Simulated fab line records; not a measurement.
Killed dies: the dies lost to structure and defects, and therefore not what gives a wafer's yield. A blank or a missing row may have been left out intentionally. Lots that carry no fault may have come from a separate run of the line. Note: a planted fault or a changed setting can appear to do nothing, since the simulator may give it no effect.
fab line records ; flow n5-finfet
record: lots: 6; wafers: 16; last-day: 17
route steps=1938 shown BEOL_M4@1059 PASSIVATION@1936
lots with no fault: from the same line, run without faults
start-h: start of the lot's first displayed wafer, in hours after the record's first day ; wait-h: hours since the lot's step before ; " identical to the entry in the row above ; L1.1+2: a single row standing in for several wafers ; - no value, or no start given ; * or withheld: withheld ; < > ~ a bound
route shown NAME@n: names a module that has steps shown in the file, with the first one's number in the route ; usual: average and standard deviation across the fault-free wafers ; same: alike in all rows ; chamber/n: place in a boat ; sites: the reading at each site ; _std_site: their standard deviation ; _edge_site: mean of outer sites minus mean of inner sites ; radius-mm: for every site, how far away it sits from the centre of the wafer ; mask NAME#n: copy n ; behind: the last tool/chamber to shape the wafer ; hold: reason for holding the lot/hours on hold/outcome of the hold ; device: which transistor (n, p or np) failed to switch ; end of line: the route-end tests of the same wafers ; a step without rows: its recipe alone ; killed: dies lost to structure and defects at the first sort, not the wafer's yield ; map: dies across one wafer; x = killed, . = not, _ = none there
set.NAME: setting as actually run; set.NAME@STEP: the setting as run at that earlier step ; model.NAME: the simulator's own value behind a step, which no gauge read
lots at some steps of the route; a table a step, a row a wafer
services: when a tool's chamber went out of use (start-h, in hours from the record's first day, below 0 if earlier), for how many hours, and the reason
== steps ==
step: N5_BEOL_M4_DESCUM_33
recipe: chemistry: O2; time-s: 7; source-power-w: 50; bias-power-w: 20; pressure-mtorr: 20; rf-frequency-hz: 2.712e+07; temp-c: 40; resist: CAR-EUV; o2-flow-sccm: 225
usual: drypump-motor-current-A: 5.7/0.46; oes-product-au: 0.78/0.079; rf-vpp-V: 243.7/1.5; showerhead-plenum-p-Torr: 2.12/0.084; throttle-valve-pct: 20.41/0.23
lot.wafer;tool;chamber;start-h;wait-h;drypump-motor-current-A;oes-product-au;rf-hours-counter-h;rf-vpp-V;showerhead-plenum-p-Torr;throttle-valve-pct
L848.3;rie-diel-03;0;174.38;0.0;6.2;0.72;179;244.4;2.18;20.74
L848.4;rie-diel-03;2;174.38;0.0;6.0;0.78;145;242.8;2.00;20.32
L848.6;rie-diel-03;2;174.38;0.0;6.0;0.77;-;240.6;2.00;20.32
L852.1;rie-diel-03;0;195.66;0.1;6.2;0.72;189;244.9;2.17;20.75
L852.4;rie-diel-03;1;195.66;0.1;5.2;0.89;-;245.8;2.21;20.05
L852.5;rie-diel-03;2;195.66;0.1;6.0;0.77;-;241.8;1.99;20.34
L857.2;rie-diel-01;3;230.05;0.2;5.7;0.71;212;245.6;2.12;20.28
L857.6;rie-diel-01;3;230.05;0.2;5.7;0.71;-;244.0;2.12;20.28
L860.1;rie-diel-01;0;243.44;0.3;6.5;0.80;101;242.6;2.15;20.48
L860.2;rie-diel-01;2;243.44;0.3;5.1;0.90;41;245.6;2.21;20.43
L868.1;rie-diel-04;2;291.36;0.3;5.1;0.80;79;244.5;2.17;20.00
L868.5;rie-diel-04;0;291.36;0.3;5.6;0.84;-;244.6;2.22;20.41
L868.6;rie-diel-04;3;291.36;0.3;5.0;0.71;-;241.3;1.98;20.52
L867.1;rie-diel-04;3;298.21;0.0;5.0;0.69;221;240.7;1.98;20.52
L867.3;rie-diel-04;0;298.21;0.0;5.5;0.83;60;245.0;2.21;20.41
L867.5;rie-diel-04;0;298.21;0.0;5.5;0.83;-;244.7;2.21;20.41
step: N5_BEOL_M4_ETCH_77
recipe: chemistry: N2/H2; target: underlayer; target-depth-a: 65; mask-material: CAR-EUV; time-s: 5.2; ion-energy-ev: 200; pressure-mtorr: 30; source-w: 840; bias-w: 150; n2-flow-sccm: 200; h2-flow-sccm: 200; ends: cleared
usual: drypump-motor-current-A: 5.7/0.47; etch-rf-on-time-s: 5.14/0.18; oes-product-au: 0.67/0.07; rf-vpp-V: 525/3.1; showerhead-plenum-p-Torr: 2.59/0.11; throttle-valve-pct: 17.91/0.3
lot.wafer;tool;chamber;start-h;wait-h;drypump-motor-current-A;etch-rf-on-time-s;oes-product-au;rf-hours-counter-h;rf-vpp-V;showerhead-plenum-p-Torr;throttle-valve-pct
L848.3;rie-diel-03;0;174.42;0.0;6.3;5.42;0.60;179;524;2.65;18.28
L848.4;rie-diel-03;2;174.42;0.0;6.0;5.06;0.68;145;521;2.43;17.68
L848.6;rie-diel-03;2;174.42;0.0;6.0;5.05;0.67;-;521;2.43;17.68
L852.1;rie-diel-03;0;195.69;0.0;6.2;5.38;0.59;189;527;2.65;18.29
L852.4;rie-diel-03;1;195.69;0.0;5.2;4.88;0.76;-;527;2.67;17.38
L852.5;rie-diel-03;2;195.69;0.0;6.1;4.96;0.66;-;520;2.42;17.72
L857.2;rie-diel-01;3;230.08;0.0;5.7;5.19;0.61;212;525;2.67;18.21
L857.6;rie-diel-01;3;230.08;0.0;5.7;5.16;0.62;-;523;2.67;18.21
L860.1;rie-diel-01;0;243.48;0.0;6.5;5.19;0.67;101;528;2.57;17.71
L860.2;rie-diel-01;2;243.48;0.0;5.1;5.21;0.76;41;526;2.72;18.06
L868.1;rie-diel-04;2;291.39;0.0;5.1;4.80;0.71;79;527;2.66;17.55
L868.5;rie-diel-04;0;291.39;0.0;5.5;5.30;0.70;-;529;2.70;17.94
L868.6;rie-diel-04;3;291.39;0.0;5.0;5.06;0.59;-;520;2.44;18.11
L867.1;rie-diel-04;3;298.24;0.0;5.1;5.06;0.60;221;521;2.44;18.15
L867.3;rie-diel-04;0;298.24;0.0;5.5;5.28;0.71;60;528;2.70;17.94
L867.5;rie-diel-04;0;298.24;0.0;5.6;5.30;0.71;-;527;2.70;17.96
step: N5_BEOL_M4_ETCH_69
recipe: chemistry: CF4; target: SiARC; target-depth-a: 156; mask-material: CAR-EUV; time-s: 26; ion-energy-ev: 80; pressure-mtorr: 40; source-w: 545; bias-w: 36; Ar_flow_sccm: 100; cf4-flow-sccm: 100; ends: cleared
step: N5_BEOL_M4_ALD_98
recipe: material: SiO2; target-thk-a: 25; temp-c: 100; ald-precursor-family: BDEAS; ald-co-reactant: O2-plasma; pulse-time-s: 1; co-reactant-pulse-time-s: 1; purge-time-s: 2; co-reactant-purge-time-s: 2; ald-cycles: 17; pressure-torr: 2
step: N5_BEOL_M4_ETCHBACK_99
recipe: chemistry: CHF3; target: SiO2; target-depth-a: 50; time-s: 10.4; source-w: 215; bias-w: 47; Ar_flow_sccm: 200; CHF3_flow_sccm: 12; ion-energy-ev: 100; pressure-mtorr: 30
usual: drypump-motor-current-A: 5.7/0.48; oes-product-au: 0.78/0.082; rf-vpp-V: 244/6.9; showerhead-plenum-p-Torr: 2.19/0.089; throttle-valve-pct: 17.13/0.19
lot.wafer;tool;chamber;start-h;wait-h;drypump-motor-current-A;oes-product-au;rf-hours-counter-h;rf-vpp-V;showerhead-plenum-p-Torr;throttle-valve-pct
L848.3;rie-diel-04;1;176.40;1.6;5.8;0.90;33;232;2.11;16.97
L848.4;rie-diel-04;3;176.40;1.6;5.0;0.72;203;237;2.06;17.20
L848.6;rie-diel-04;0;176.40;1.6;5.6;0.87;-;242;2.30;17.11
L852.1;rie-diel-01;2;196.89;1.0;5.1;0.95;18;242;2.29;17.07
L852.4;rie-diel-01;3;196.89;1.0;5.7;0.74;195;257;2.23;17.13
L852.5;rie-diel-01;3;196.89;1.0;5.7;0.73;-;259;2.23;17.12
L857.2;rie-diel-01;0;230.38;0.1;6.5;0.80;95;241;2.20;16.98
L857.6;rie-diel-01;3;230.38;0.1;5.7;0.72;-;257;2.22;17.17
L860.1;rie-diel-01;0;247.00;3.4;6.5;0.78;103;240;2.19;17.00
L860.2;rie-diel-01;2;247.00;3.4;5.0;0.90;43;242;2.29;17.09
L868.1;rie-diel-04;2;295.99;4.4;5.1;0.82;81;246;2.28;16.96
L868.5;rie-diel-04;1;295.99;4.4;5.8;0.87;-;233;2.10;17.00
L868.6;rie-diel-04;0;295.99;4.4;5.6;0.83;-;240;2.30;17.16
L867.1;rie-diel-04;1;299.38;1.0;5.8;0.86;53;231;2.10;17.00
L867.3;rie-diel-04;3;299.38;1.0;5.1;0.69;221;236;2.05;17.24
L867.5;rie-diel-04;3;299.38;1.0;5.1;0.70;-;237;2.05;17.24
step: N5_BEOL_M4_ETCH_70
recipe: chemistry: N2/H2; target: SOC; target-depth-a: 800; overetch-a: 240; mask-material: SiARC; temp-c: 40; time-s: 130; ion-energy-ev: 200; pressure-mtorr: 30; source-w: 840; bias-w: 150; n2-flow-sccm: 200; h2-flow-sccm: 200
usual: drypump-motor-current-A: 5.7/0.48; oes-product-au: 0.57/0.056; rf-vpp-V: 525/3.1; showerhead-plenum-p-Torr: 2.59/0.11; throttle-valve-pct: 17.89/0.29
lot.wafer;tool;chamber;start-h;wait-h;drypump-motor-current-A;oes-product-au;rf-hours-counter-h;rf-vpp-V;showerhead-plenum-p-Torr;throttle-valve-pct
L848.3;rie-diel-04;1;176.44;0.0;5.8;0.66;33;523;2.48;17.72
L848.4;rie-diel-04;3;176.44;0.0;5.0;0.51;203;521;2.45;18.06
L848.6;rie-diel-04;0;176.44;0.0;5.6;0.63;-;528;2.71;17.88
L852.1;rie-diel-01;2;196.93;0.0;5.0;0.70;18;528;2.73;17.99
L852.4;rie-diel-01;3;196.93;0.0;5.7;0.54;195;526;2.68;18.12
L852.5;rie-diel-01;3;196.93;0.0;5.7;0.54;-;526;2.68;18.12
L857.2;rie-diel-01;0;230.41;0.0;6.5;0.59;95;524;2.58;17.67
L857.6;rie-diel-01;3;230.41;0.0;5.7;0.53;-;526;2.67;18.14
L860.1;rie-diel-01;0;247.04;0.0;6.5;0.58;103;526;2.57;17.69
L860.2;rie-diel-01;2;247.04;0.0;5.1;0.66;43;528;2.72;18.03
L868.1;rie-diel-04;2;296.03;0.0;5.1;0.58;81;529;2.66;17.52
L868.5;rie-diel-04;1;296.03;0.0;5.9;0.64;-;523;2.47;17.75
L868.6;rie-diel-04;0;296.03;0.0;5.5;0.62;-;528;2.70;17.92
L867.1;rie-diel-04;1;299.42;0.0;5.8;0.64;53;521;2.47;17.75
L867.3;rie-diel-04;3;299.42;0.0;5.0;0.51;221;520;2.44;18.09
L867.5;rie-diel-04;3;299.42;0.0;5.0;0.51;-;519;2.44;18.08
step: N5_BEOL_M4_STRIP_71
recipe: chemistry: N2/H2; temp-c: 40; n2-flow-sccm: 200; h2-flow-sccm: 200; rf-frequency-hz: 6e+07
step: N5_BEOL_M4_STRIP_78
recipe: chemistry: N2/H2; temp-c: 40; n2-flow-sccm: 200; h2-flow-sccm: 200; rf-frequency-hz: 6e+07
step: N5_BEOL_M4_VIA_ETCH_34
recipe: chemistry: C4F6/O2; target-depth-a: 694; mask-material: SOC; pressure-mtorr: 15; ion-energy-ev: 250; taper-deg: 4; time-s: 65.9; source-w: 350; bias-w: 170; Ar_flow_sccm: 300; C4F6_flow_sccm: 10; O2_flow_sccm: 10
usual: O2_flow_sccm: 10.002/0.028; drypump-motor-current-A: 5.7/0.48; oes_o_777_au: 0.77/0.087; oes-product-au: 0.78/0.082; rf-vpp-V: 675/19; showerhead-plenum-p-Torr: 2.89/0.11; throttle-valve-pct: 30.86/0.21
lot.wafer;tool;chamber;start-h;wait-h;O2_flow_sccm;drypump-motor-current-A;oes_o_777_au;oes-product-au;rf-hours-counter-h;rf-vpp-V;showerhead-plenum-p-Torr;throttle-valve-pct
L848.3;rie-diel-04;1;176.54;0.0;10.007;5.8;0.92;0.89;33;640;2.79;30.69
L848.4;rie-diel-04;3;176.54;0.0;9.970;5.0;0.71;0.72;203;654;2.72;30.90
L848.6;rie-diel-04;0;176.54;0.0;10.039;5.5;0.83;0.86;-;666;3.03;30.87
L852.1;rie-diel-01;2;197.03;0.0;9.953;5.1;0.93;0.94;18;666;3.02;30.96
L852.4;rie-diel-01;3;197.03;0.0;9.988;5.7;0.68;0.73;195;712;2.94;30.83
L852.5;rie-diel-01;3;197.03;0.0;10.004;5.7;0.69;0.73;-;711;2.94;30.83
L857.2;rie-diel-01;0;230.52;0.0;10.059;6.5;0.84;0.80;95;667;2.90;30.90
L857.6;rie-diel-01;3;230.52;0.0;10.003;5.7;0.68;0.72;-;711;2.93;30.85
L860.1;rie-diel-01;0;247.14;0.0;10.031;6.5;0.83;0.80;103;665;2.89;30.92
L860.2;rie-diel-01;2;247.14;0.0;9.988;5.1;0.88;0.91;43;665;3.01;30.98
L868.1;rie-diel-04;2;296.14;0.0;10.023;5.1;0.78;0.81;81;683;3.01;30.93
L868.5;rie-diel-04;1;296.14;0.0;10.017;5.9;0.89;0.87;-;640;2.78;30.73
L868.6;rie-diel-04;0;296.14;0.0;9.943;5.6;0.80;0.83;-;666;3.03;30.86
L867.1;rie-diel-04;1;299.52;0.0;9.984;5.9;0.89;0.86;53;640;2.78;30.71
L867.3;rie-diel-04;3;299.52;0.0;10.043;5.1;0.70;0.69;221;655;2.71;30.94
L867.5;rie-diel-04;3;299.52;0.0;10.071;5.0;0.69;0.70;-;654;2.71;30.92
step: N5_BEOL_M4_STRIP_83
recipe: chemistry: C4F6/O2; resist: SiARC; rf-frequency-hz: 6e+07
step: N5_BEOL_M4_STRIP_36
recipe: chemistry: N2/H2; power-w: 450; temp-c: 40; pressure-mtorr: 20; rf-frequency-hz: 6e+07; overash-fraction: 0.3; bias-power-w: 7; h2-frac: 0.5; n2-flow-sccm: 200; h2-flow-sccm: 200
step: N5_BEOL_M4_TRENCH_ETCH_37
recipe: chemistry: C4F6/O2; target-depth-a: 555.55; target: SiOC; time-s: 29.2; ion-energy-ev: 250; pressure-mtorr: 30; source-w: 355; bias-w: 185; Ar_flow_sccm: 300; C4F6_flow_sccm: 10; O2_flow_sccm: 10
step: N5_BEOL_M4_ETCH_41
recipe: chemistry: CH3F/O2; target: SiCN; target-depth-a: 299; taper-deg: 2; time-s: 52.5; ion-energy-ev: 120; mask-material: TiN; pressure-mtorr: 30; source-w: 395; bias-w: 75; Ar_flow_sccm: 150; CH3F_flow_sccm: 30; O2_flow_sccm: 20
usual: O2_flow_sccm: 19.99/0.056; drypump-motor-current-A: 5.7/0.48; oes-product-au: 0.78/0.082; rf-vpp-V: 297.8/1.8; showerhead-plenum-p-Torr: 2.04/0.082; throttle-valve-pct: 16.37/0.2
lot.wafer;tool;chamber;start-h;wait-h;O2_flow_sccm;drypump-motor-current-A;oes-product-au;rf-hours-counter-h;rf-vpp-V;showerhead-plenum-p-Torr;throttle-valve-pct;model.etch.depth-nm
L848.3;rie-diel-04;1;176.68;-;20.07;5.8;0.89;33;298.0;1.96;16.19;19.69
L848.4;rie-diel-04;3;176.68;-;20.04;5.1;0.71;203;295.1;1.91;16.45;20.35
L848.6;rie-diel-04;0;176.68;-;19.99;5.6;0.86;-;300.4;2.14;16.38;19.98
L852.1;rie-diel-01;2;197.16;-;20.06;5.1;0.94;18;298.5;2.13;16.29;19.89
L852.4;rie-diel-01;3;197.16;-;20.03;5.7;0.73;195;297.8;2.06;16.36;20.07
L852.5;rie-diel-01;3;197.16;-;19.99;5.7;0.74;-;298.7;2.07;16.36;20.13
L857.2;rie-diel-01;0;230.65;-;20.07;6.5;0.80;95;298.2;2.04;16.22;20.19
L857.6;rie-diel-01;3;230.65;-;19.85;5.7;0.99;-;298.1;2.06;16.40;31.66
L860.1;rie-diel-01;0;247.27;-;20.06;6.5;1.08;103;297.3;2.04;16.25;31.74
L860.2;rie-diel-01;2;247.27;-;19.88;5.0;0.90;43;300.0;2.12;16.34;19.97
L868.1;rie-diel-04;2;296.27;-;20.00;5.1;0.82;81;299.7;2.12;16.18;20.92
L868.5;rie-diel-04;1;296.27;-;20.01;5.8;0.87;-;294.5;1.95;16.24;19.89
L868.6;rie-diel-04;0;296.27;-;19.93;5.6;0.83;-;298.6;2.14;16.41;19.68
L867.1;rie-diel-04;1;299.65;-;20.03;5.8;0.86;53;296.0;1.95;16.23;19.7
L867.3;rie-diel-04;3;299.65;-;19.86;5.0;0.70;222;294.4;1.90;16.49;20.27
L867.5;rie-diel-04;3;299.65;-;19.80;5.0;0.70;-;294.3;1.90;16.49;20.26
step: N5_BEOL_M4_STRIP_97
recipe: chemistry: N2/H2; time-s: 10; power-w: 450; temp-c: 40; pressure-mtorr: 20; rf-frequency-hz: 6e+07; bias-power-w: 7; n2-flow-sccm: 200; h2-flow-sccm: 200
step: N5_BEOL_M4_RC_MEAS_101
usual: DIBL_N: 36.7/2.4; DIBL_P: 37.4/2.9; IOFF_N: 0.18/0.05; IOFF_P: 0.23/0.058; ION_N: 683/16; ION_P: 467/11; SS_N: 71.7/0.77; SS_P: 73.5/0.87; VT_N: 249/4.3; VT_P: -250/4.4
lot.wafer;tool;chamber;start-h;wait-h;DIBL_N[mV/V];DIBL_P[mV/V];IOFF_N[nA/um];IOFF_P[nA/um];ION_N[uA/um];ION_P[uA/um];SS_N[mV/dec];SS_P[mV/dec];VT_N[mV];VT_P[mV]
L848.3;prober-02;0;181.52;0.3;32.5;33.2;0.10;0.16;660;474;71.3;72.9;258;-255
L848.4;prober-02;0;181.52;0.3;35.6;35.8;0.14;0.21;668;470;71.3;73.1;251;-251
L848.6;prober-02;0;181.52;0.3;34.0;34.4;0.12;0.17;673;469;71.2;73.4;253;-252
L852.1;prober-02;0;202.78;0.0;39.8;40.4;0.26;0.29;707;472;73.0;73.8;242;-246
L852.4;prober-02;0;202.78;0.0;40.2;42.7;0.28;0.34;688;471;72.0;75.4;242;-245
L852.5;prober-02;0;202.78;0.0;33.9;35.4;0.14;0.19;661;460;70.8;73.2;251;-249
L857.2;prober-02;0;235.38;0.2;38.4;38.5;0.19;0.26;688;470;71.4;73.9;244;-246
L857.6;prober-02;0;235.38;0.2;35.2;33.8;0.13;0.19;677;468;70.9;73.2;252;-251
L860.1;prober-01;0;251.47;0.0;34.5;33.6;0.14;0.18;670;458;71.1;72.3;254;-251
L860.2;prober-01;0;251.47;0.0;39.5;40.5;0.26;0.28;701;471;72.4;74.9;245;-247
L868.1;prober-02;0;300.75;0.0;39.2;41.2;0.25;0.27;742;491;72.1;73.9;240;-246
L868.5;prober-02;0;300.75;0.0;35.5;35.9;0.14;0.17;669;446;70.9;72.1;249;-254
L868.6;prober-02;0;300.75;0.0;38.0;39.7;0.21;0.23;699;470;71.5;73.7;247;-252
L867.1;prober-02;0;303.91;0.0;34.1;33.9;0.11;0.15;665;452;71.2;73.1;256;-258
L867.3;prober-02;0;303.91;0.0;37.0;36.8;0.15;0.19;667;459;71.2;73.6;251;-255
L867.5;prober-02;0;303.91;0.0;37.1;38.0;0.16;0.21;688;463;71.7;74.1;249;-254
step: N5_PASSIVATION_PROBE_49
usual: defect-limited-yield: 91.4/1.6; killed_at_M0_to_M3: 31/11; killed_at_M4_up: 14/5.7; killed-at-contacts: 12/6; killed-at-front-end: 41/13; killed-at-other: 3.3/2.8; killed-dies: 101/19; killed-open: 67/14; killed-short: 33/8.2; sort_bin_4_leakage: 0.0/0.37; sort_bin_5_function: 5.0/1.1; sort_bin_6_memory: 3.3/0.74; sort-n-pass: 1078/20; sort-yield-pct: 91.3/1.7
same: gross-dies: 1180; killed-at-back-side: 0; sort_bin_8_speed[%]: 0
lot.wafer;tool;chamber;start-h;wait-h;defect-limited-yield[%];killed_at_M0_to_M3;killed_at_M4_up;killed-at-contacts;killed-at-front-end;killed-at-other;killed-dies;killed-open;killed-short;sort_bin_4_leakage[%];sort_bin_5_function[%];sort_bin_6_memory[%];sort-n-pass;sort-yield-pct[%]
L848.3;prober-02;-;285.09;0.1;91.4;32;15;6;48;1;102;57;44;0;5.2;3.3;1078;91.4
L848.4;prober-02;-;285.14;0.2;94.3;23;10;8;24;2;67;48;18;0;4.0;1.6;1113;94.3
L848.6;prober-02;-;285.24;0.3;91.8;36;22;10;25;4;97;56;36;0;4.2;3.5;1083;91.8
L860.1;prober-01;-;364.60;0.0;95.5;13;4;10;22;4;53;39;14;0;2.6;1.6;1127;95.5
L860.2;prober-01;-;364.65;0.1;94.7;16;12;6;26;2;62;33;28;0.1;3.3;1.9;1117;94.7
L867.1;prober-02;-;405.17;0.0;90.3;35;10;17;51;1;114;72;42;0;5.7;3.9;1066;90.3
L867.3;prober-02;-;405.27;0.1;93.6;26;10;5;34;1;76;52;23;0;3.9;2.4;1104;93.6
L867.5;prober-02;-;405.37;0.2;90.9;27;10;13;57;0;107;74;32;0;5.8;2.9;1073;90.9
killed by level:class
L848.3 BEOL_M0_SAQP:geometric-particle:short=9 FIN_SAQP:geometric-particle:short=8 GATE_CUT:geometric-particle:open=8 BEOL_M0_SAQP:geometric-particle:open=7 BEOL_M2:geometric-particle:open=7 FIN_SAQP:geometric-particle:open=6 BEOL_M4:geometric-particle:open=6 BEOL_M4:geometric-particle:short=5
L848.4 BEOL_M2:geometric-particle:open=8 MOL_CONTACT_COAG:geometric-particle:open=7 BEOL_M4:geometric-particle:open=6 STARTING-WAFER:geometric-particle:open=6 BEOL_M0_SAQP:geometric-particle:open=5 BEOL_M0_SAQP:geometric-particle:short=5 FIN_SAQP:geometric-particle:open=3 GATE_CUT:geometric-particle:short=3
L848.6 BEOL_M4:geometric-particle:open=13 BEOL_M0_SAQP:geometric-particle:short=11 BEOL_M3:geometric-particle:open=8 MOL_CONTACT_COAG:geometric-particle:open=7 BEOL_M0_SAQP:geometric-particle:open=7 BEOL_M2:geometric-particle:open=5 BEOL_M4:geometric-particle:short=5 FIN_SAQP:geometric-particle:open=3
L860.1 MOL_CONTACT_COAG:geometric-particle:open=8 STI_FIN_REVEAL:geometric-particle:open=7 STARTING-WAFER:geometric-particle:short=5 BEOL_M2:geometric-particle:open=3 BEOL_M4:geometric-particle:open=3 MIM_BOT:geometric-particle:open=3 DUMMY_GATE:geometric-particle:open=2 MOL_CONTACT_COAG:geometric-particle:short=2
L860.2 FIN_SAQP:geometric-particle:short=5 BEOL_M3:geometric-particle:open=5 DUMMY_GATE:geometric-particle:open=4 MOL_CONTACT_COAG:geometric-particle:open=4 STI_FIN_REVEAL:geometric-particle:short=3 ILD0:geometric-particle:open=3 GATE_CUT:geometric-particle:short=3 GATE_CUT:geometric-particle:open=3
L867.1 FIN_SAQP:geometric-particle:open=16 MOL_CONTACT_COAG:geometric-particle:open=15 BEOL_M0_SAQP:geometric-particle:short=15 FIN_SAQP:geometric-particle:short=13 BEOL_M0_SAQP:geometric-particle:open=10 STI_FIN_REVEAL:geometric-particle:open=5 BEOL_M3:geometric-particle:open=5 ILD0:geometric-particle:open=3
L867.3 FIN_SAQP:geometric-particle:open=17 BEOL_M2:geometric-particle:open=8 FIN_SAQP:geometric-particle:short=5 BEOL_M0_SAQP:geometric-particle:short=5 BEOL_M0_SAQP:geometric-particle:open=4 BEOL_M1:geometric-particle:open=3 MOL_CONTACT_COAG:geometric-particle:open=3 BEOL_M4:geometric-particle:open=3
L867.5 FIN_SAQP:geometric-particle:open=14 MOL_CONTACT_COAG:geometric-particle:open=12 FIN_SAQP:geometric-particle:short=11 BEOL_M0_SAQP:geometric-particle:open=9 STI_FIN_REVEAL:geometric-particle:open=8 BEOL_M0_SAQP:geometric-particle:short=8 BEOL_M4:geometric-particle:open=6 BEOL_M3:geometric-particle:open=5
== services ==
tool;chamber;start-h;hours;kind
rie-diel-03;0;159.33;1.3;repair
rie-diel-04;-;180.48;69.8;repair
rie-diel-03;1;185.26;8.8;repair
rie-diel-03;3;194.43;6.1;repair
rie-diel-03;3;280.33;-;clean
rie-diel-03;3;280.33;-;consumable-replace:focus-ring
rie-diel-03;3;280.33;19.1;scheduled-down
rie-diel-03;3;280.33;19.1;vent-cycle
rie-diel-01;2;299.64;2.8;repair
== key ==
first-sign: step: N5_BEOL_M4_ETCH_41; reading: oes-product-au; direction: up; sigmas: 3.1; usual: 0.78; struck: 1.03
effect none on later readings
model-effect: step: N5_BEOL_M4_ETCH_41; value: etch.depth-nm; without: 20.07; struck: 31.7
met-at N5_BEOL_M4_ETCH_41
struck-wafers L857.6,L860.1
onset-between 197.16 230.65
fault: kind: process-parameter-drift; tool: rie-diel-01; chamber: -; onset-h: 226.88; steps: N5_BEOL_M4_ETCH_41; channel: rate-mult; offset: 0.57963; shape: step; end-h: 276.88; scope: struck-wafers-only
